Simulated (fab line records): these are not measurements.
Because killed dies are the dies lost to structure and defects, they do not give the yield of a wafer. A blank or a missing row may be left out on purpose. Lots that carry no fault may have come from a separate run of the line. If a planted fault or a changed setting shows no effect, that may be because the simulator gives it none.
Which tool did it? -- flow nand_harc -- 12 lots, 36 wafers sampled, at 6 steps of a route of 1302

== WHAT THE GAUGES SHOWED, per wafer ==
NHARC_P_GATE_CD_MEAS_33. Usual: 120.6 nm for cd_nm, sd 2.5.
lot,measured,on,cd_nm (nm),flag
L528,day 5 09:27,cd_sem-01,123.7 120.5 118.9,
L529,day 5 22:14,cd_sem-02,122.2 121.0 123.2,
L531,day 6 14:40,cd_sem-03,117.5 119.7 121.3,
L532,day 7 01:14,cd_sem-01,122.5 122.9 119.0,
L533,day 7 17:23,cd_sem-02,117.5 119.6 117.4,
L534,day 8 00:43,cd_sem-03,116.6 115.0 115.7,
L535,day 8 08:52,cd_sem-03,121.8 118.0 119.9,
L536,day 8 23:56,cd_sem-02,119.1 117.6 118.1,
L537,day 9 07:31,cd_sem-01,119.7 118.7 123.4,
L539,day 9 20:47,cd_sem-03,120.4 120.7 123.0,
L540,day 10 09:13,cd_sem-01,121.9 122.5 122.3,
L542,day 11 11:11,cd_sem-02,120.3 122.7 120.7,

NHARC_P_GATE_CD_MEAS_46: the cd target is 720 nm. Usual: 719.4 nm for cd_nm, sd 1.5.
lot,measured,on,cd_nm (nm),flag
L528,day 5 20:23,cd_sem-02,718.8 718.1 720.7,
L529,day 6 09:11,cd_sem-02,723.3 722.6 719.9,
L531,day 7 01:34,cd_sem-03,717.7 718.9 719.6,
L532,day 7 12:04,cd_sem-02,720.3 719.8 719.7,
L533,day 8 04:18,cd_sem-02,719.4 719.2 721.2,
L534,day 8 11:42,cd_sem-01,717.1 718.0 720.7,
L535,day 8 19:53,cd_sem-01,718.2 719.6 720.2,
L536,day 9 10:53,cd_sem-03,717.8 719.3 716.0,
L537,day 9 18:32,cd_sem-02,718.1 720.5 721.3,
L539,day 10 07:41,cd_sem-01,720.6 718.0 722.2,
L540,day 10 20:14,cd_sem-02,721.5 719.7 720.6,
L542,day 11 22:01,cd_sem-02,- - -,OFF

NHARC_END_SORT_01. Usual: killed_at_array 62, standard deviation 15; killed_at_other 0.8, standard deviation 1; killed_at_periphery 3.7, standard deviation 2.6; killed_dies 66, standard deviation 15; killed_open 3.1, standard deviation 1.8; killed_short 2.6, standard deviation 1.7.
lot,measured,on,killed_at_array,killed_at_other,killed_at_periphery,killed_dies,killed_open,killed_short,flag
L536,day 28 07:16,prober-01,56 64 60,0 0 0,0 3 2,56 67 62,1 7 3,5 2 2,
L540,day 29 03:23,prober-02,78 96,0 0,12 5,90 101,5 2,1 2,
L542,day 30 19:26,prober-01,36 59 43,3 4 3,638 614 631,677 677 677,0 0 4,1 3 3,OFF

== WHAT TOOL EACH LOT RAN ON (gives the tool, then ch and the chambers of the sampled wafers, and finally the start) ==
lot,NHARC_P_GATE_ETCHBACK_37,NHARC_P_GATE_EXPOSE_43,NHARC_P_GATE_STRIP_112
L528,"rie_diel-09 ch 1,2, day 5 20:13 or earlier","krf_scanner-03 ch 0, day 5 20:13","plasma_asher-01 ch 0,1, day 5 22:42"
L529,"rie_diel-09 ch 0,2,3, day 6 09:02 or earlier","krf_scanner-03 ch 0, day 6 09:02","plasma_asher-02 ch 0,1, day 6 11:30"
L531,"rie_diel-13 ch 1,2,3, day 7 01:25 or earlier","krf_scanner-01 ch 0, day 7 01:25","plasma_asher-02 ch 1, day 7 03:47"
L532,"rie_diel-13 ch 0,1,2, day 7 11:54 or earlier","krf_scanner-01 ch 0, day 7 11:54","plasma_asher-01 ch 0,1, day 7 14:30"
L533,"rie_diel-02 ch 0,1,3, day 8 04:09 or earlier","krf_scanner-01 ch 0, day 8 04:09","plasma_asher-01 ch 0,1, day 8 06:41"
L534,"rie_diel-09 ch 0,1,3, day 8 11:32 or earlier","krf_scanner-04 ch 0, day 8 11:32","plasma_asher-02 ch 0,1, day 8 14:03"
L535,"rie_diel-09 ch 0,2,3, day 8 19:44 or earlier","krf_scanner-01 ch 0, day 8 19:44","plasma_asher-02 ch 0,1, day 8 22:16"
L536,"rie_diel-02 ch 0,1,3, day 9 10:44 or earlier","krf_scanner-03 ch 0, day 9 10:44","plasma_asher-02 ch 0,1, day 9 13:10"
L537,"rie_diel-02 ch 1,2,3, day 9 18:23 or earlier","krf_scanner-01 ch 0, day 9 18:23","plasma_asher-01 ch 1, day 9 20:52"
L539,"rie_diel-09 ch 0,1,2, day 10 07:32 or earlier","krf_scanner-01 ch 0, day 10 07:32","plasma_asher-02 ch 0,1, day 10 09:59"
L540,"rie_diel-02 ch 0,1, day 10 20:05 or earlier","krf_scanner-04 ch 0, day 10 20:05","plasma_asher-02 ch 0,1, day 10 22:33"
L542,"rie_diel-02 ch 1,2, day 11 21:52 or earlier","krf_scanner-03 ch 0, day 11 21:52","plasma_asher-02 ch 0,1, day 12 00:23"
- NHARC_P_GATE_ETCHBACK_37: etches the open film in CHF3/O2, target depth 34.5 nm, time 17.2 s.
- NHARC_P_GATE_EXPOSE_43: exposes mask P NSD, target cd 720 nm.
- NHARC_P_GATE_STRIP_112: strips in N2/H2, time 200 s.

== AS READ BY THE TOOLS THEMSELVES (means over the sampled wafers that have a number; for cases with no such wafer, the mark the record gives instead) ==
NHARC_P_GATE_ETCHBACK_37. Usual: drypump_motor_current_A 5.9 A, standard deviation 0.52; oes_product_au 0.934 a.u., standard deviation 0.026; rf_vpp_V 370.7 V, standard deviation 2; showerhead_plenum_p_Torr 2.41 Torr, standard deviation 0.088; throttle_valve_pct 20.573 %, standard deviation 0.009.
lot,tool,drypump_motor_current_A (A),oes_product_au (a.u.),rf_vpp_V (V),showerhead_plenum_p_Torr (Torr),throttle_valve_pct (%),flag
L528,rie_diel-09,6.1,1.000,371.4,2.45,20.574,
L529,rie_diel-09,6.3,0.924,369.7,2.36,20.571,
L531,rie_diel-13,5.4,0.926,371.6,2.49,20.576,
L532,rie_diel-13,5.7,0.933,371.3,2.45,20.576,
L533,rie_diel-02,5.7,0.915,368.1,2.31,20.577,
L534,rie_diel-09,6.3,0.918,370.0,2.37,20.573,
L535,rie_diel-09,6.3,0.916,370.1,2.36,20.579,
L536,rie_diel-02,5.7,0.914,367.8,2.31,20.575,
L537,rie_diel-02,5.5,0.984,369.8,2.40,20.574,
L539,rie_diel-09,6.2,0.941,370.4,2.40,20.578,
L540,rie_diel-02,6.0,0.986,368.7,2.32,20.571,
L542,rie_diel-02,5.3,0.931,371.3,2.41,20.567,

NHARC_P_GATE_EXPOSE_43. Usual: 14.811 for exposure_dose_mJ_cm2, sd 0.014.
lot,tool,exposure_dose_mJ_cm2,flag
L528,krf_scanner-03,14.817,
L529,krf_scanner-03,14.815,
L531,krf_scanner-01,14.805,
L532,krf_scanner-01,14.790,
L533,krf_scanner-01,14.813,
L534,krf_scanner-04,14.795,
L535,krf_scanner-01,14.833,
L536,krf_scanner-03,14.811,
L537,krf_scanner-01,14.817,
L539,krf_scanner-01,14.818,
L540,krf_scanner-04,14.804,
L542,krf_scanner-03,14.820,

NHARC_P_GATE_STRIP_112. Usual: drypump_motor_current_A 6.22 A, standard deviation 0.22; heater_power_w 91 W, standard deviation 9.1.
lot,tool,drypump_motor_current_A (A),heater_power_w (W),flag
L528,plasma_asher-01,6.06,83,
L529,plasma_asher-02,6.42,101,
L531,plasma_asher-02,6.47,103,
L532,plasma_asher-01,5.96,84,
L533,plasma_asher-01,6.07,81,
L534,plasma_asher-02,6.40,101,
L535,plasma_asher-02,6.36,99,
L536,plasma_asher-02,6.34,98,
L537,plasma_asher-01,6.16,79,
L539,plasma_asher-02,6.42,101,
L540,plasma_asher-02,6.41,100,
L542,plasma_asher-02,6.42,97,

== THE ANSWER, worked out from the rows above alone ==
Rule: a lot counts as off when the mean over its wafers that have a number is more than 3 standard deviations away from the usual mean. Also off: a lot with no number at a reading for which 4 or more lots have one. The other lots that the step has rows for count as sound. The gauges are gone through in route order, then the tools' own readings, and for those a lot's mean is taken as printed above. At the first step where some lot is off, the reading lying furthest off is the one used; lots without a number count as furthest.
Off: L542, at NHARC_P_GATE_CD_MEAS_46 (cd_nm). Without a number there: L542.
A tool fits if, at a process step before that reading, it ran every lot that is off, and no sound lot after the first of them. Not tried: the gauges at NHARC_P_GATE_CD_MEAS_46; whatever is off there is also off at NHARC_END_SORT_01, on other tools, and gauge error can't account for it. NHARC_P_GATE_ETCHBACK_37 gives no start for some lots, so the hours and the order of its lots are those of NHARC_P_GATE_EXPOSE_43. Can't be told from this: 2 tools fit, rie_diel-02 at NHARC_P_GATE_ETCHBACK_37, krf_scanner-03 at NHARC_P_GATE_EXPOSE_43.

== WHAT THE SIMULATOR HAD PUT IN ==
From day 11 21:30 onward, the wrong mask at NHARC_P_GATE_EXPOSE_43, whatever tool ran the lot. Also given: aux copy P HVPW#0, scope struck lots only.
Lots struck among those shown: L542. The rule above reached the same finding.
